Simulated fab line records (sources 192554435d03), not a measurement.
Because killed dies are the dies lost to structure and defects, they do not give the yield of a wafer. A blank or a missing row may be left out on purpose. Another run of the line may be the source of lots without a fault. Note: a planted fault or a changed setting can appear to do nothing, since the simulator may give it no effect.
Chamber matching    flow n5-finfet    N5_BEOL_M0_SAQP_STRIP_86 on rie-diel-06 has 4 sister chambers
The step strips in N2/H2. 8 wafers are shown with their chamber, then 7 later ones without.

== WAFERS WITH THEIR CHAMBER ==
wafer   chamber  showerhead-plenum-p-Torr (Torr)  drypump-motor-current-A (A)
L074.4  3        3.42                             6.3
L074.5  0        3.16                             4.9
L079.4  0        3.16                             4.9
L080.3  2        3.32                             6.3
L080.4  3        3.42                             6.3
L080.5  1        3.44                             5.9
L084.1  2        3.31                             6.3
L084.3  1        3.43                             5.8

== WAFERS WITH NO CHAMBER GIVEN ==
wafer   showerhead-plenum-p-Torr (Torr)  drypump-motor-current-A (A)
L084.4  3.41                             6.3
L097.1  3.30                             6.3
L097.3  3.40                             6.3
L097.5  3.30                             6.3
L096.1  3.40                             6.3
L096.3  3.42                             5.9
L096.5  3.30                             6.4

== WHICH CHAMBER EACH WENT THROUGH ==
wafer   from the rows above  in truth
L084.4  3                    3
L097.1  2                    2
L097.3  3                    3
L097.5  2                    2
L096.1  3                    3
L096.3  1                    1
L096.5  2                    2
7 of 7 placed correctly. Can't be placed from these rows: 0. Placed wrongly: 0.
How it was worked out, from the rows above alone: a wafer's distance from a chamber is the root of the sum, over the readings, of the square of ((its reading less the chamber's mean) divided by the reading's scatter). If the next closest chamber is less than 2 further off than the closest, the wafer can't be placed; otherwise it belongs to the closest. For every chamber, the mean is computed from those of its wafers that are shown. The scatter is the square root of a quotient: the sum, over the shown wafers, of each reading's squared deviation from its chamber's mean, divided by wafers minus chambers.
